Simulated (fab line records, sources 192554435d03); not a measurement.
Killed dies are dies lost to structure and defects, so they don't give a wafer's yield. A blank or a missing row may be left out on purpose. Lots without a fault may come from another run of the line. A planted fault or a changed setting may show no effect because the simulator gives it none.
Which tool did it? | flow n5_finfet | 11 lots, 33 wafers sampled, at 2 steps of a route of 1938

WHAT THE GAUGES READ, wafer by wafer
N5_BEOL_M9_THK_MEAS_53: measures by xrf.
lot  | measured     | on            | M9_THK (nm)
L075 | day 9 23:48  | film_metro-01 | 139.8 134.5 135.8
L077 | day 10 07:26 | film_metro-02 | 135.9 135.7 138.6
L079 | day 11 00:38 | film_metro-01 | 140.2 140.0 134.5
L082 | day 12 01:54 | film_metro-02 | 137.5 140.3 139.9
L084 | day 12 10:59 | film_metro-02 | 140.1 140.8 139.2
L086 | day 12 19:16 | film_metro-01 | 142.7 140.1 139.8
L088 | day 13 06:50 | film_metro-02 | 144.0 139.7 141.8
L090 | day 14 07:29 | film_metro-02 | 143.6 142.6 143.7
L092 | day 14 09:38 | film_metro-02 | 145.8 142.8 141.2
L096 | day 15 02:40 | film_metro-02 | 141.2 141.5 140.2
L097 | day 15 08:49 | film_metro-01 | 135.5 135.7 137.3

WHICH TOOL RAN EACH LOT (tool, then ch and the chambers of the sampled wafers, then the start)
lot  | N5_BEOL_M9_STRIP_80
L075 | rie_diel-06 ch 0,2, day 9 23:48 or earlier
L077 | rie_diel-01 ch 0,1,3, day 10 07:26 or earlier
L079 | rie_diel-06 ch 0,1,2, day 11 00:38 or earlier
L082 | rie_diel-05 ch 0,3, day 12 01:54 or earlier
L084 | rie_diel-06 ch 0,1, day 12 10:59 or earlier
L086 | rie_diel-06 ch 1,2,3, day 12 19:16 or earlier
L088 | rie_diel-06 ch 1,2, day 13 06:50 or earlier
L090 | rie_diel-06 ch 1,2, day 14 07:29 or earlier
L092 | rie_diel-06 ch 0,2,3, day 14 09:38 or earlier
L096 | rie_diel-06 ch 1,3, day 15 02:40 or earlier
L097 | rie_diel-06 ch 0,2,3, day 15 08:49 or earlier
- N5_BEOL_M9_STRIP_80: strips in N2/H2, time 10 s.

THE ANSWER, worked out from the rows above alone
Rule: what is usual is taken from the lots themselves. Put in order of their means at a reading, lots are off if they are a third of the lots or fewer, leave a main group of 4 or more, and stand apart from it by a gap of 3 or more times the standard deviation of the main group's means; of several such gaps the widest counts. A main group whose means are all the same, to the digits that the tables above print for the reading, isn't used. A lot without any number at a reading at which 4 lots or more have one is off too. The other lots that the step has rows for count as sound.
No lot is off at any reading shown: from this, nothing can be told.

WHAT THE SIMULATOR HAD PUT IN
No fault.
